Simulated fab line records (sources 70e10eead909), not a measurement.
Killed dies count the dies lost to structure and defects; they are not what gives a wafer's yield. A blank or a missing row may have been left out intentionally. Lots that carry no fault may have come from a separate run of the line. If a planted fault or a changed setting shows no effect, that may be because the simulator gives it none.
Code-filled problem report in 8D (eight disciplines) form -- flow nand_harc -- the parts of the form that need people (team, actions taken, sign-off) are left out

## 1. THE ISSUE
Mean of cd_nm at NHARC_A_BLC_CD_MEAS_10: 107.3 nm across 6 wafers in 2 lots; on wafers with no fault it is 99.8 nm (standard deviation 0.94). Measured from the usual mean, that is +8.0 standard deviations.
The step: target cd 100 nm.
Earliest sighting: wafer L143.1 on cd_sem-01 at day 21 15:40. The record holds 36 wafers of 12 lots with a number at this step. The rule behind "out" and "out of limits": a value lying over 4 standard deviations away from the usual mean. The rest of the wafers with a number are treated as sound.

## 2. WHAT THIS IS AND IS NOT
question,is,is not
which readings at this step,cd_nm,-
which lots,"L142, L143","L129, L130, L132, L134, L135, L137, L138, L139, L140, L141"
which wafers of those lots,all that have a number,-
read on which gauges,"cd_sem-01, cd_sem-03",cd_sem-02
when,from day 21 15:40,up to then (30 sound wafers)

## 3. SUSPECTS, AND WHAT RULES EACH OUT
Counting: any tool at a process step up to the reading is kept as a suspect provided that every lot that is out went through it and no sound lot did after the first of them.
- the gauge at NHARC_A_BLC_CD_MEAS_10: ruled out. Those wafers that are out were read across 2 gauges (cd_sem-01, cd_sem-03).
- rie_diel-10 at NHARC_A_CONTACT_ETCH_110 (etches the open film in CF4/O2, target depth 50 nm, overetch 5 nm, time 27.5 s): kept. Every lot that is out went through it, starting with L143 (day 21 03:29), and after that it ran no sound lot; the last sound lot it ran before then is L141 (day 20 19:52).
- arfi_scanner-03 at NHARC_A_BLC_EXPOSE_07 (exposes mask A BLC, target cd 100 nm): kept. Every lot that is out went through it, starting with L143 (day 21 15:31), and after that it ran no sound lot; the last sound lot it ran before then is L141 (day 21 00:12). Out on those wafers are its own readings of exposure_dose_mJ_cm2.
Remaining after the count are rie_diel-10 at NHARC_A_CONTACT_ETCH_110 and arfi_scanner-03 at NHARC_A_BLC_EXPOSE_07.

## 4. THE CAUSE (what the simulator had put in)
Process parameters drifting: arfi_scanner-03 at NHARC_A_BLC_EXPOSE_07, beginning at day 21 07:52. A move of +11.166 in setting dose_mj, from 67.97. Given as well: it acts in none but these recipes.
After counting, 2 suspects remain, this tool included.

## 5. THE CHAIN OF EFFECTS, in route order
Rows list readings where the struck wafers' mean (over those with a number) sits beyond 3 standard deviations from the usual. Readings are gone through only where the record gives a usual standard deviation; hours: the median, over the lots, of the time from a lot's start at the first step in this table giving one to that lot's start at this step; sigmas: the change measured in usual standard deviations.
hours,step,reading,usual,on struck wafers,change,sigmas
0,NHARC_A_BLC_EXPOSE_07,exposure_dose_mJ_cm2,67.96,77.99,+10.03,+99 or more
0,NHARC_A_BLC_CD_MEAS_10,cd_nm,99.8 nm,107.3,+7.5,+8.0
Process steps it contains:
- NHARC_A_BLC_EXPOSE_07: exposes mask A BLC, target cd 100 nm.
Later steps that measure or inspect, where all struck wafers having a row at the step show a number for every such reading and not one has moved that far: NHARC_A_BLC_OVL_MEAS_11, NHARC_END_SORT_01.

## 6. HOW IT WOULD HAVE BEEN CAUGHT EARLIER
In this record the first reading out of limits at a measuring or inspecting step was taken at day 21 15:40, 8 hours after the fault began at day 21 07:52.
Tool's own readings at NHARC_A_BLC_EXPOSE_07, exposure_dose_mJ_cm2: out on all struck wafers the step has rows for; an alarm limit on them would have tripped on the first.
Among the 2 lots that are out, L142 began NHARC_A_BLC_EXPOSE_07 on arfi_scanner-03 after day 21 15:40. It would have been spared by a hold on the tool at that moment.
